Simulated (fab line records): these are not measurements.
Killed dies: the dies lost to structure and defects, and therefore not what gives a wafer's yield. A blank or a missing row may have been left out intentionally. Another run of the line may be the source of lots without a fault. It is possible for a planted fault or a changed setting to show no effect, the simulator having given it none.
Matching of chambers	flow nand harc	ald metal-04 running NHARC_A_WL_FILL_ALD_02: 4 sister chambers
The step deposits TiN, target thk 2 nm, pulse time 3 s, ald cycles 100. 8 wafers are shown with their chamber, then 8 later ones without.

WAFERS, EACH WITH ITS CHAMBER
wafer	chamber	heater power w (W)	precursor pulse height rel
L081.2	2	1117	1.010
L081.6	2	1109	0.983
L084.1	3	1067	1.007
L084.5	1	1041	1.044
L086.1	3	1103	1.012
L086.3	1	1035	0.964
L086.4	0	1025	1.006
L086.2	0	1030	1.005

WAFERS WITHOUT THEIR CHAMBER
wafer	heater power w (W)	precursor pulse height rel
L086.5	1092	0.979
L086.6	1044	1.012
L088.2	1142	1.017
L088.5	1143	1.009
L088.6	1060	1.018
L092.2	1044	1.023
L092.4	1047	1.028
L092.6	1020	1.021

THE CHAMBER EACH PASSED THROUGH
wafer	from the rows above	in truth
L086.5	can't be placed: 3 or 2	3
L086.6	can't be placed: 1 or 0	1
L088.2	2	2
L088.5	2	2
L088.6	can't be placed: 1 or 3 or 0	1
L092.2	can't be placed: 1 or 0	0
L092.4	can't be placed: 1 or 0 or 3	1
L092.6	can't be placed: 0 or 1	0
Correct placement for 2 of the 8. Cannot be placed on the basis of these rows: 6; the candidates contain the true chamber in 6. Wrongly placed: 0.
How it was worked out, from the rows above alone: a wafer's distance from a chamber is the root of the sum, over the readings, of the square of ((its reading less the chamber's mean) divided by the reading's scatter). The wafer belongs to the nearest chamber; if the next one is less than 2 further off, it can't be placed. A chamber's mean is the mean of its shown wafers. The scatter: the root of (the sum of the squares of (reading less its chamber's mean) over the shown wafers, divided by (wafers less chambers)).
